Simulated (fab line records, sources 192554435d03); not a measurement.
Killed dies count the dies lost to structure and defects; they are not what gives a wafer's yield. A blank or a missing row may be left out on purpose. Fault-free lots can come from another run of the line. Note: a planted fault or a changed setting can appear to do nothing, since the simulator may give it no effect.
fab line records ; flow n5_finfet ; part 2 of 2: steps 22 to 27 of 27
record: lots: 5; wafers: 15; last_day: 16
route steps=1938 shown BEOL_M1@772
lots that met no fault: from a run of the same line without faults
start_h: hours from the record's opening day to when the first of the lot's shown wafers began ; wait_h: how many hours have passed since the lot's step before this one ; " unchanged from the row above ; L1.1+2: one row covering several wafers at once ; - no value present, or no start provided ; * or withheld: withheld ; < > ~ a bound
route shown NAME@n: NAME is a module with steps in the file, n the number in the route of the first one ; usual: average and standard deviation across the fault-free wafers ; same: alike in all rows ; chamber/n: place in a boat ; sites: each site's reading ; _std_site: standard deviation across them ; _edge_site: outer sites' mean less inner sites' ; radius_mm: for every site, how far away it sits from the centre of the wafer ; mask NAME#n: copy n ; behind: the most recent tool/chamber to have shaped the wafer ; hold: the reason the lot was held/the length of the hold in hours/how it ended ; device: transistor that didn't switch, given as n, p or np ; end of line: at the end of the route, the tests of the same wafers ; a step without rows: its recipe alone ; killed: dies lost to structure and defects at the first sort, not the wafer's yield ; map: a wafer's dies, marking killed ones x, the rest . and places with no die _
set.NAME: the setting as run; set.NAME@STEP: as run at that earlier step ; model.NAME: the simulator's own value behind a step, which no gauge read
lots at some steps of the route; a table a step, a row a wafer
services: the hour from which a tool's chamber was out of use, counted from the record's first day as start_h (under 0 if before that day), plus the number of hours and why
== steps ==
step: N5_BEOL_M1_ETCHBACK_99
recipe: chemistry: CHF3; target: SiO2; target_depth_a: 50; time_s: 10.4; source_w: 215; bias_w: 47; Ar_flow_sccm: 200; CHF3_flow_sccm: 12; ion_energy_ev: 100; pressure_mtorr: 30
usual: chamber_pressure_mTorr: 30.003/0.026; drypump_motor_current_A: 5.7/0.53; oes_ar_750_au: 0.79/0.071; oes_product_au: 0.79/0.072; rf_vpp_V: 243/5.3; showerhead_plenum_p_Torr: 2.14/0.042; throttle_valve_pct: 16.98/0.2
lot.wafer;tool;chamber;start_h;wait_h;chamber_pressure_mTorr;drypump_motor_current_A;oes_ar_750_au;oes_product_au;rf_hours_counter_h;rf_vpp_V;showerhead_plenum_p_Torr;throttle_valve_pct
L075.2;rie_diel-03;0;131.56;0.1;29.963;5.3;0.86;0.86;64;249;2.10;16.96
L075.3;rie_diel-03;1;131.56;0.1;29.954;4.8;0.96;0.95;2;249;2.20;16.79
L075.4;rie_diel-03;2;131.56;0.1;30.001;5.7;0.72;0.71;217;239;2.21;17.10
L079.1;rie_diel-05;2;154.83;0.4;30.027;5.8;0.84;0.83;90;232;2.16;16.78
L079.3;rie_diel-05;3;154.83;0.4;29.973;6.4;0.83;0.83;77;242;2.11;17.30
L079.5;rie_diel-05;3;154.83;0.4;29.986;6.4;0.83;0.83;-;241;2.11;17.27
L087.2;rie_diel-02;3;210.20;5.2;29.985;5.4;0.72;0.75;171;249;2.11;17.13
L087.3;rie_diel-02;1;210.20;5.2;29.977;5.7;0.80;0.79;101;242;2.08;16.95
L087.6;rie_diel-02;3;210.20;5.2;30.017;5.4;0.71;0.74;-;247;2.11;17.13
L093.1;rie_diel-02;3;240.62;3.2;29.978;5.4;0.71;0.72;180;248;2.11;17.14
L093.3;rie_diel-02;0;240.62;3.2;29.998;5.3;0.87;0.88;66;249;2.11;16.63
L093.6;rie_diel-02;2;240.62;3.2;29.992;6.4;0.70;0.69;-;241;2.14;17.24
L094.3;rie_diel-05;1;245.52;7.1;30.040;5.6;0.73;0.73;183;236;2.21;16.88
L094.5;rie_diel-05;0;245.52;7.1;30.019;5.9;0.70;0.70;-;246;2.12;17.13
L094.6;rie_diel-05;1;245.52;7.1;30.068;5.6;0.73;0.72;-;236;2.21;16.87
step: N5_BEOL_M1_ETCH_70
recipe: chemistry: N2/H2; target: SOC; target_depth_a: 800; overetch_a: 160; mask_material: SiARC; temp_c: 40; time_s: 120; ion_energy_ev: 200; pressure_mtorr: 30; source_w: 840; bias_w: 150; n2_flow_sccm: 200; h2_flow_sccm: 200
usual: chamber_pressure_mTorr: 30.004/0.027; drypump_motor_current_A: 5.8/0.54; oes_product_au: 0.60/0.05; rf_vpp_V: 523.8/1.9; showerhead_plenum_p_Torr: 2.54/0.053; throttle_valve_pct: 17.78/0.24
lot.wafer;tool;chamber;start_h;wait_h;chamber_pressure_mTorr;drypump_motor_current_A;oes_product_au;rf_hours_counter_h;rf_vpp_V;showerhead_plenum_p_Torr;throttle_valve_pct
L075.2;rie_diel-03;0;131.60;0.0;29.951;5.3;0.66;64;521.8;2.48;17.76
L075.3;rie_diel-03;1;131.60;0.0;30.014;4.8;0.73;2;525.6;2.62;17.58
L075.4;rie_diel-03;2;131.60;0.0;30.019;5.7;0.55;217;525.0;2.61;17.81
L079.1;rie_diel-05;2;154.86;0.0;30.001;5.9;0.63;90;524.1;2.55;17.42
L079.3;rie_diel-05;3;154.86;0.0;30.026;6.4;0.63;77;523.5;2.49;18.14
L079.5;rie_diel-05;3;154.86;0.0;29.992;6.4;0.63;-;522.3;2.48;18.14
L087.2;rie_diel-02;3;210.24;0.0;30.017;5.4;0.57;171;522.7;2.56;18.24
L087.3;rie_diel-02;1;210.24;0.0;29.979;5.7;0.61;101;522.3;2.45;17.78
L087.6;rie_diel-02;3;210.24;0.0;29.957;5.4;0.57;-;524.6;2.56;18.25
L093.1;rie_diel-02;3;240.66;0.0;29.956;5.4;0.56;180;524.1;2.56;18.26
L093.3;rie_diel-02;0;240.66;0.0;30.044;5.4;0.65;66;523.0;2.50;17.47
L093.6;rie_diel-02;2;240.66;0.0;30.000;6.4;0.55;-;523.0;2.51;17.88
L094.3;rie_diel-05;1;245.56;0.0;29.997;5.7;0.55;183;526.9;2.61;17.58
L094.5;rie_diel-05;0;245.56;0.0;30.037;5.9;0.54;-;523.7;2.50;17.95
L094.6;rie_diel-05;1;245.56;0.0;29.997;5.7;0.55;-;526.5;2.61;17.57
step: N5_BEOL_M1_STRIP_71
recipe: chemistry: N2/H2; temp_c: 40; n2_flow_sccm: 200; h2_flow_sccm: 200; rf_frequency_hz: 6e+07
lot.wafer;tool;chamber;start_h;wait_h
L075.2+3+4;rie_diel-03;0,1,2;131.68;0.0
L079.1+3+5;rie_diel-05;2,3,3;154.94;0.0
L087.2+3+6;rie_diel-02;3,1,3;210.32;0.0
L093.1+3+6;rie_diel-02;3,0,2;240.74;0.0
L094.3+5+6;rie_diel-05;1,0,1;245.64;0.0
step: N5_BEOL_M1_STRIP_78
recipe: chemistry: N2/H2; temp_c: 40; n2_flow_sccm: 200; h2_flow_sccm: 200; rf_frequency_hz: 6e+07
lot.wafer;tool;chamber;start_h;wait_h
L075.2+3+4;rie_diel-03;0,1,2;131.69;0.0
L079.1+3+5;rie_diel-05;2,3,3;154.95;0.0
L087.2+3+6;rie_diel-02;3,1,3;210.33;0.0
L093.1+3+6;rie_diel-02;3,0,2;240.75;0.0
L094.3+5+6;rie_diel-05;1,0,1;245.65;0.0
step: N5_BEOL_M1_VIA_ETCH_34
recipe: chemistry: C4F6/O2; target_depth_a: 678; mask_material: SOC; pressure_mtorr: 15; ion_energy_ev: 250; taper_deg: 4; time_s: 64.4; source_w: 350; bias_w: 170; Ar_flow_sccm: 300; C4F6_flow_sccm: 10; O2_flow_sccm: 10
usual: chamber_pressure_mTorr: 15.000/0.013; drypump_motor_current_A: 5.8/0.54; oes_ar_750_au: 0.79/0.07; oes_product_au: 0.79/0.072; rf_vpp_V: 671/14; showerhead_plenum_p_Torr: 2.83/0.054; throttle_valve_pct: 30.58/0.27
lot.wafer;tool;chamber;start_h;wait_h;chamber_pressure_mTorr;drypump_motor_current_A;oes_ar_750_au;oes_product_au;rf_hours_counter_h;rf_vpp_V;showerhead_plenum_p_Torr;throttle_valve_pct
L075.2;rie_diel-03;0;131.70;0.0;14.997;5.3;0.86;0.85;64;687;2.77;30.89
L075.3;rie_diel-03;1;131.70;0.0;15.015;4.8;0.96;0.97;2;684;2.91;30.30
L075.4;rie_diel-03;2;131.70;0.0;14.986;5.7;0.71;0.71;217;662;2.92;30.58
L079.1;rie_diel-05;2;154.96;0.0;15.004;5.9;0.83;0.82;90;646;2.86;30.32
L079.3;rie_diel-05;3;154.96;0.0;14.990;6.4;0.82;0.84;77;668;2.79;31.23
L079.5;rie_diel-05;3;154.96;0.0;14.999;6.4;0.83;0.83;-;668;2.79;31.25
L087.2;rie_diel-02;3;210.34;0.0;14.976;5.4;0.71;0.74;172;685;2.79;30.55
L087.3;rie_diel-02;1;210.34;0.0;15.003;5.7;0.80;0.79;101;670;2.76;30.73
L087.6;rie_diel-02;3;210.34;0.0;15.012;5.4;0.71;0.74;-;686;2.79;30.55
L093.1;rie_diel-02;3;240.76;0.0;14.995;5.4;0.71;0.74;181;685;2.79;30.57
L093.3;rie_diel-02;0;240.76;0.0;15.001;5.4;0.86;0.88;66;690;2.79;30.36
L093.6;rie_diel-02;2;240.76;0.0;14.991;6.5;0.70;0.70;-;668;2.83;30.70
L094.3;rie_diel-05;1;245.66;0.0;15.002;5.7;0.73;0.71;183;648;2.91;30.38
L094.5;rie_diel-05;0;245.66;0.0;15.007;5.8;0.70;0.69;-;679;2.80;30.68
L094.6;rie_diel-05;1;245.66;0.0;14.983;5.6;0.73;0.71;-;649;2.91;30.40
step: N5_BEOL_M1_STRIP_83
recipe: chemistry: C4F6/O2; resist: SiARC; rf_frequency_hz: 6e+07
lot.wafer;tool;chamber;start_h;wait_h
L075.2+3+4;rie_diel-03;0,1,2;131.75;0.0
L079.1+3+5;rie_diel-05;2,3,3;155.01;0.0
L087.2+3+6;rie_diel-02;3,1,3;210.39;0.0
L093.1+3+6;rie_diel-02;3,0,2;240.81;0.0
L094.3+5+6;rie_diel-05;1,0,1;245.71;0.0
== services ==
tool;chamber;start_h;hours;kind
rie_metal-03;-;114.79;1.0;repair
rie_diel-02;3;119.31;7.9;repair
rie_diel-05;-;122.19;0.2;repair
rie_metal-01;-;128.24;0.1;repair
rie_diel-05;3;129.67;16.7;repair
euv_scanner-02;-;136.17;0.2;repair
euv_scanner-02;-;136.87;4.6;pm
rie_metal-03;-;138.89;0.6;repair
ald_sin-01;1;144.50;5.2;repair
euv_scanner-01;-;146.00;4.6;pm
ald_sin-02;0;151.84;12.4;repair
rie_metal-02;-;153.54;15.6;pm
rie_diel-05;-;159.80;1.1;repair
euv_scanner-01;-;160.30;1.0;pm
ald_sin-01;-;177.18;14.0;pm
rie_metal-02;1;182.90;7.5;repair
rie_diel-03;2;189.48;14.7;repair
euv_scanner-02;-;196.74;1.0;pm
rie_metal-02;0;216.12;14.3;repair
ald_sin-01;-;219.33;0.9;repair
ald_sin-01;2;224.79;3.5;repair
ald_sin-02;0;232.17;4.1;repair
ald_sin-01;-;235.40;0.5;repair
ald_sin-02;3;238.06;6.4;repair
